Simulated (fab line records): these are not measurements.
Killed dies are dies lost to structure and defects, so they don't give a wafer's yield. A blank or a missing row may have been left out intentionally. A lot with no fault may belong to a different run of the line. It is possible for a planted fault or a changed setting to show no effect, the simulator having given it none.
Chamber matching / flow n5Finfet / 4 sister chambers for N5_BEOL_M6_ETCH_65 on rieDiel-06
The step etches SiARC in CF4, target depth 15.6 nm, time 26 s. 4 wafers are shown with their chamber, then 9 later ones without.

## EACH WAFER AND ITS CHAMBER
wafer=L085.2; chamber=3; drypumpMotorCurrentA (A)=6.0
wafer=L085.3; chamber=2; drypumpMotorCurrentA (A)=4.9
wafer=L091.1; chamber=1; drypumpMotorCurrentA (A)=5.8
wafer=L091.5; chamber=0; drypumpMotorCurrentA (A)=5.8

## WAFERS WHOSE CHAMBER IS MISSING
wafer=L092.2; drypumpMotorCurrentA (A)=5.8
wafer=L092.4; drypumpMotorCurrentA (A)=6.0
wafer=L092.6; drypumpMotorCurrentA (A)=4.9
wafer=L094.1; drypumpMotorCurrentA (A)=6.0
wafer=L094.2; drypumpMotorCurrentA (A)=5.8
wafer=L094.4; drypumpMotorCurrentA (A)=5.8
wafer=L095.4; drypumpMotorCurrentA (A)=4.9
wafer=L095.5; drypumpMotorCurrentA (A)=6.0
wafer=L095.6; drypumpMotorCurrentA (A)=5.7

## THE CHAMBER EACH PASSED THROUGH
wafer=L092.2; from the rows above=can't be placed: 0 or 1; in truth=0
wafer=L092.4; from the rows above=3; in truth=3
wafer=L092.6; from the rows above=2; in truth=2
wafer=L094.1; from the rows above=3; in truth=3
wafer=L094.2; from the rows above=can't be placed: 0 or 1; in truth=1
wafer=L094.4; from the rows above=can't be placed: 0 or 1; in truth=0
wafer=L095.4; from the rows above=2; in truth=2
wafer=L095.5; from the rows above=3; in truth=3
wafer=L095.6; from the rows above=can't be placed: 0 or 1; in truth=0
Placed correctly: 5 of 9. Not placeable from these rows: 4 (in 4, the candidates include the true chamber). 0 placed wrongly.
How it was worked out, from the rows above alone: a wafer's distance from a chamber is the root of the sum, over the readings, of the square of ((its reading less the chamber's mean) divided by the reading's scatter). If the next closest chamber is less than 2 further off than the closest, the wafer can't be placed; otherwise it belongs to the closest. A chamber's mean is the mean of its shown wafers. The scatter: root of mean squared gap, hidden wafer to nearest shown wafer, with one shown wafer a chamber.
